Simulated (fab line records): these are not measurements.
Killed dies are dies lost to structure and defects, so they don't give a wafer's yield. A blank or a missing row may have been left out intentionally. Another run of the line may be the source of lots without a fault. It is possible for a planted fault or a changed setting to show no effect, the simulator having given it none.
Matching of chambers + flow nand-harc + 4 sister chambers for NHARC_A_STAIRCASE_CMP_450 on cmp-01
The step polishes SiO2, target thk 200 nm. 16 wafers are shown with their chamber, then 8 later ones without.

WAFERS, EACH WITH ITS CHAMBER
| wafer  | chamber | motor-current-A (A) | slurry-flow-ml-min |
|--------|---------|---------------------|--------------------|
| L591.3 | 2       | 12.4                | 149.6              |
| L591.4 | 3       | 10.8                | 149.5              |
| L591.5 | 3       | 10.6                | 149.5              |
| L593.1 | 3       | 10.3                | 150.9              |
| L593.2 | 2       | 12.5                | 149.8              |
| L593.4 | 1       | 12.3                | 149.9              |
| L597.1 | 1       | 12.7                | 149.9              |
| L597.2 | 0       | 12.2                | 149.7              |
| L597.4 | 3       | 11.4                | 150.0              |
| L598.1 | 2       | 12.6                | 150.1              |
| L598.4 | 1       | 12.6                | 150.0              |
| L598.6 | 0       | 13.1                | 150.1              |
| L599.1 | 2       | 12.7                | 149.9              |
| L599.4 | 3       | 9.8                 | 150.4              |
| L599.6 | 0       | 12.4                | 149.6              |
| L604.2 | 3       | 11.2                | 150.4              |

SIGNATURES (means of the wafers above)
| reading            | chamber 0 | chamber 1 | chamber 2 | chamber 3 | scatter within a chamber |
|--------------------|-----------|-----------|-----------|-----------|--------------------------|
| motor-current-A    | 12.567    | 12.533    | 12.550    | 10.683    | 0.439                    |
| slurry-flow-ml-min | 149.800   | 149.933   | 149.850   | 150.117   | 0.39                     |
Rule: for each reading, subtract the chamber's mean from the wafer's reading, divide by that reading's scatter and square the result; add these up over the readings and take the root, which gives the wafer's distance from the chamber. The wafer belongs to the nearest chamber; if the next one is less than 2 further off, it can't be placed. The scatter is the square root of a quotient: the sum, over the shown wafers, of each reading's squared deviation from its chamber's mean, divided by wafers minus chambers.

WAFERS MISSING THEIR CHAMBER
| wafer  | motor-current-A (A) | slurry-flow-ml-min |
|--------|---------------------|--------------------|
| L604.5 | 10.6                | 150.2              |
| L604.6 | 12.9                | 150.0              |
| L607.2 | 12.6                | 150.6              |
| L607.3 | 12.6                | 149.8              |
| L607.5 | 12.5                | 149.8              |
| L612.2 | 12.7                | 150.3              |
| L612.5 | 13.0                | 150.6              |
| L612.6 | 10.8                | 150.0              |

CHAMBER TAKEN BY EACH
| wafer  | from the rows above          | in truth |
|--------|------------------------------|----------|
| L604.5 | 3                            | 3        |
| L604.6 | can't be placed: 1 or 2 or 0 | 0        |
| L607.2 | can't be placed: 1 or 2 or 0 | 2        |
| L607.3 | can't be placed: 0 or 2 or 1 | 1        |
| L607.5 | can't be placed: 0 or 2 or 1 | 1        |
| L612.2 | can't be placed: 1 or 2 or 0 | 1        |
| L612.5 | can't be placed: 1 or 2 or 0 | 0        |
| L612.6 | 3                            | 3        |
Placed correctly: 2 of 8. These rows do not allow placing 6 (true chamber among the candidates in 6). Wrongly placed: 0.
